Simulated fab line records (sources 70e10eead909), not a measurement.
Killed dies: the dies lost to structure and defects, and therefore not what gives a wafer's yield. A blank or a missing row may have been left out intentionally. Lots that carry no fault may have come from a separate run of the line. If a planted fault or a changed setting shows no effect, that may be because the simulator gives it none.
Which tool did it? ; flow nandHarc ; 33 wafers from 11 lots sampled at 6 of the route's 1302 steps

WHAT THE GAUGES SHOWED, per wafer
NHARC_P_GATE_CD_MEAS_91: the cd target is 2000 nm. Usual: cdNm 1998.6 nm, standard deviation 2.2.
lot;measured;on;cdNm (nm);flag
L810;day 6 01:35;cdSem-03;1997.3 1994.5 1997.6;
L815;day 7 22:00;cdSem-02;1999.9 2001.6 1996.6;
L816;day 8 05:16;cdSem-02;1996.0 2000.0 1996.0;
L817;day 8 15:11;cdSem-01;1997.4 1998.8 1997.5;
L818;day 9 02:10;cdSem-02;1999.7 1995.8 1999.0;
L819;day 9 22:49;cdSem-02;1997.6 1997.3 1998.7;
L822;day 10 20:25;cdSem-01;2000.3 1995.9 1997.3;
L823;day 11 00:54;cdSem-02;1999.7 1998.2 2002.2;
L824;day 11 19:37;cdSem-02;2067.3 2068.3 2070.6;OFF
L828;day 13 06:52;cdSem-01;2068.6 2069.7 2068.5;OFF
L833;day 15 10:20;cdSem-03;2069.4 2070.3 2067.7;OFF

NHARC_END_SORT_01. Usual: killedAtArray 56, standard deviation 17; killedAtOther 1.2, standard deviation 1.4; killedAtPeriphery 4, standard deviation 3.2; killedDies 61, standard deviation 16; killedOpen 3.6, standard deviation 2.1; killedShort 2.7, standard deviation 1.8.
lot;measured;on;killedAtArray;killedAtOther;killedAtPeriphery;killedDies;killedOpen;killedShort;flag
L817;day 27 18:38;prober-01;52 46 45;0 1 0;1 6 7;53 53 52;5 8 6;4 3 4;
L822;day 30 10:35;prober-02;61 44 60;0 1 0;6 4 3;67 49 63;3 4 7;6 2 3;
L828;day 31 21:38;prober-01;74;1;14;89;0;4;OFF

WHICH TOOL RAN EACH LOT (tool, then ch and the chambers of the sampled wafers, then the start)
lot;NHARC_P_GATE_ETCHBACK_37;NHARC_P_GATE_STRIP_101;NHARC_P_GATE_EXPOSE_88;NHARC_P_GATE_STRIP_95
L810;rieDiel-05 ch 0,3, day 5 21:11 or earlier;rieDiel-05 ch 1,2,3, day 5 21:11;krfScanner-02 ch 0, day 6 01:26;plasmaAsher-02 ch 0,1, day 6 02:49
L815;rieDiel-10 ch 1,2, day 7 17:29 or earlier;rieDiel-10 ch 2,3, day 7 17:29;krfScanner-03 ch 0, day 7 21:50;plasmaAsher-02 ch 0,1, day 7 23:21
L816;rieDiel-10 ch 0,1,2, day 8 00:58 or earlier;rieDiel-10 ch 0,1,3, day 8 00:58;krfScanner-03 ch 0, day 8 05:07;plasmaAsher-02 ch 0,1, day 8 06:31
L817;rieDiel-09 ch 1,2, day 8 10:55 or earlier;rieDiel-09 ch 0,2,3, day 8 10:55;krfScanner-02 ch 0, day 8 15:02;plasmaAsher-01 ch 0,1, day 8 16:28
L818;rieDiel-09 ch 0,3, day 8 22:02 or earlier;rieDiel-09 ch 0,1,2, day 8 22:02;krfScanner-04 ch 0, day 9 02:00;plasmaAsher-01 ch 0,1, day 9 03:25
L819;rieDiel-10 ch 1,2,3, day 9 18:33 or earlier;rieDiel-10 ch 1,3, day 9 18:33;krfScanner-04 ch 0, day 9 22:40;plasmaAsher-01 ch 0,1, day 10 00:04
L822;rieDiel-09 ch 1,2,3, day 10 16:09 or earlier;rieDiel-09 ch 0,1,2, day 10 16:09;krfScanner-04 ch 0, day 10 20:16;plasmaAsher-01 ch 0,1, day 10 21:40
L823;rieDiel-10 ch 0,1,2, day 10 20:37 or earlier;rieDiel-10 ch 2,3, day 10 20:37;krfScanner-04 ch 0, day 11 00:44;plasmaAsher-02 ch 0,1, day 11 02:10
L824;rieDiel-09 ch 0,1,3, day 11 15:29 or earlier;rieDiel-09 ch 0,3, day 11 15:29;krfScanner-04 ch 0, day 11 19:27;plasmaAsher-02 ch 0,1, day 11 20:52
L828;rieDiel-05 ch 2,3, day 13 02:25 or earlier;rieDiel-05 ch 1,3, day 13 02:25;krfScanner-04 ch 0, day 13 06:42;plasmaAsher-02 ch 0,1, day 13 08:07
L833;rieDiel-09 ch 1,2, day 15 05:32 or earlier;rieDiel-09 ch 0,2, day 15 05:32;krfScanner-04 ch 0, day 15 10:10;plasmaAsher-02 ch 0, day 15 11:50
- NHARC_P_GATE_ETCHBACK_37: etches the open film in CHF3/O2, target depth 34.5 nm, time 17.2 s.
- NHARC_P_GATE_STRIP_101: strips in O2, time 20 s.
- NHARC_P_GATE_EXPOSE_88: exposes mask P HVN, target cd 2000 nm.
- NHARC_P_GATE_STRIP_95: strips in O2.

AS READ BY THE TOOLS THEMSELVES (means over the sampled wafers that have a number; for cases with no such wafer, the mark the record gives instead)
NHARC_P_GATE_ETCHBACK_37. Usual: drypumpMotorCurrentA 5.6 A, standard deviation 0.59; oesProductAu 0.941 a.u., standard deviation 0.029; rfVppV 370.5 V, standard deviation 1.6; showerheadPlenumPTorr 2.40 Torr, standard deviation 0.07; throttleValvePct 20.571 %, standard deviation 0.0093.
lot;tool;drypumpMotorCurrentA (A);oesProductAu (a.u.);rfVppV (V);showerheadPlenumPTorr (Torr);throttleValvePct (%);flag
L810;rieDiel-05;6.5;0.917;369.4;2.33;20.565;
L815;rieDiel-10;5.0;0.914;371.3;2.45;20.577;
L816;rieDiel-10;5.1;0.930;369.9;2.37;20.572;
L817;rieDiel-09;5.1;0.940;370.0;2.36;20.571;
L818;rieDiel-09;5.8;0.947;370.8;2.39;20.572;
L819;rieDiel-10;5.0;0.923;370.9;2.44;20.570;
L822;rieDiel-09;5.2;0.935;369.3;2.37;20.568;
L823;rieDiel-10;5.1;0.919;370.4;2.37;20.573;
L824;rieDiel-09;5.4;0.975;370.9;2.40;20.578;
L828;rieDiel-05;6.4;0.905;369.8;2.38;20.577;
L833;rieDiel-09;4.9;0.990;370.2;2.40;20.577;

NHARC_P_GATE_STRIP_101. Usual: drypumpMotorCurrentA 5.6 A, standard deviation 0.58; oesProductAu 1.000 a.u., standard deviation 0.014; rfVppV 57.7 V, standard deviation 0.91; showerheadPlenumPTorr 3.52 Torr, standard deviation 0.1; throttleValvePct 17.037 %, standard deviation 0.0085.
lot;tool;drypumpMotorCurrentA (A);oesProductAu (a.u.);rfVppV (V);showerheadPlenumPTorr (Torr);throttleValvePct (%);flag
L810;rieDiel-05;6.1;1.003;58.6;3.56;17.042;
L815;rieDiel-10;5.2;1.005;57.8;3.60;17.045;
L816;rieDiel-10;5.1;1.000;57.4;3.47;17.032;
L817;rieDiel-09;5.6;1.010;58.1;3.47;17.042;
L818;rieDiel-09;5.4;1.008;57.0;3.51;17.030;
L819;rieDiel-10;5.0;0.986;57.4;3.53;17.036;
L822;rieDiel-09;5.4;1.003;58.0;3.51;17.034;
L823;rieDiel-10;5.1;1.007;57.8;3.60;17.041;
L824;rieDiel-09;5.7;1.012;56.8;3.48;17.033;
L828;rieDiel-05;6.4;0.980;58.1;3.47;17.040;
L833;rieDiel-09;5.6;1.006;56.9;3.44;17.033;

NHARC_P_GATE_EXPOSE_88. Usual: exposureDoseMJCm2 11.870, standard deviation 0.013; reticleTempC 23.01 C, standard deviation 0.11.
lot;tool;exposureDoseMJCm2;reticleTempC (C);flag
L810;krfScanner-02;11.871;23.21;
L815;krfScanner-03;11.869;23.07;
L816;krfScanner-03;11.856;23.03;
L817;krfScanner-02;11.872;23.06;
L818;krfScanner-04;11.891;22.88;
L819;krfScanner-04;11.863;22.88;
L822;krfScanner-04;11.870;22.91;
L823;krfScanner-04;11.855;23.04;
L824;krfScanner-04;17.930;22.92;OFF
L828;krfScanner-04;17.919;23.08;OFF
L833;krfScanner-04;17.934;23.07;OFF

NHARC_P_GATE_STRIP_95. Usual: drypumpMotorCurrentA 5.8 A, standard deviation 0.46; heaterPowerW 365 W, standard deviation 34; rfReflPowerW 27 W, standard deviation 5.5.
lot;tool;drypumpMotorCurrentA (A);heaterPowerW (W);rfReflPowerW (W);flag
L810;plasmaAsher-02;5.6;398;27;
L815;plasmaAsher-02;5.4;407;30;
L816;plasmaAsher-02;5.6;401;27;
L817;plasmaAsher-01;6.3;333;22;
L818;plasmaAsher-01;6.1;324;26;
L819;plasmaAsher-01;6.1;326;27;
L822;plasmaAsher-01;6.4;326;22;
L823;plasmaAsher-02;5.5;406;30;
L824;plasmaAsher-02;5.6;381;27;
L828;plasmaAsher-02;5.6;386;27;
L833;plasmaAsher-02;5.3;379;32;

THE ANSWER, worked out from the rows above alone
Rule: lot off if the mean of its wafers having a number is beyond 3 standard deviations from the usual mean. A lot without any number at a reading at which 4 lots or more have one is off too. Any other lot the step has rows for is counted as sound. First the gauges in route order, then the tools' own readings, where a lot's mean is used as printed above. At the first step where some lot is off, the reading lying furthest off is the one used; lots without a number count as furthest.
Off: L824, L828, L833, at NHARC_P_GATE_CD_MEAS_91 (cdNm).
A tool fits if, at a process step before that reading, it ran every lot that is off, and no sound lot after the first of them. The gauges at NHARC_P_GATE_CD_MEAS_91 aren't tried: what is off there is off at NHARC_P_GATE_EXPOSE_88 too, on other tools, and a gauge's error can't cause that. Because NHARC_P_GATE_ETCHBACK_37 lacks a start for some lots, the hours and order of its lots are taken from NHARC_P_GATE_STRIP_101. One fits: NHARC_P_GATE_EXPOSE_88 on krfScanner-04. Its last sound lot is L823 (day 11 00:44), its first lot that is off L824 (day 11 19:27): a fault that began between those two fits.
The tool's own readings at NHARC_P_GATE_EXPOSE_88 bear it out: on the lots that are off they differ by more than 5 times the standard deviation of the sound lots' means. exposureDoseMJCm2 reads 17.928 there against 11.868 on the sound lots.

WHAT THE SIMULATOR PUT IN
Process parameters drifting: krfScanner-04 at NHARC_P_GATE_EXPOSE_88, beginning at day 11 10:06. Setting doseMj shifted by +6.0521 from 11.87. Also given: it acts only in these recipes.
Struck lots among those shown: L824, L828, L833. The rule above found the same.
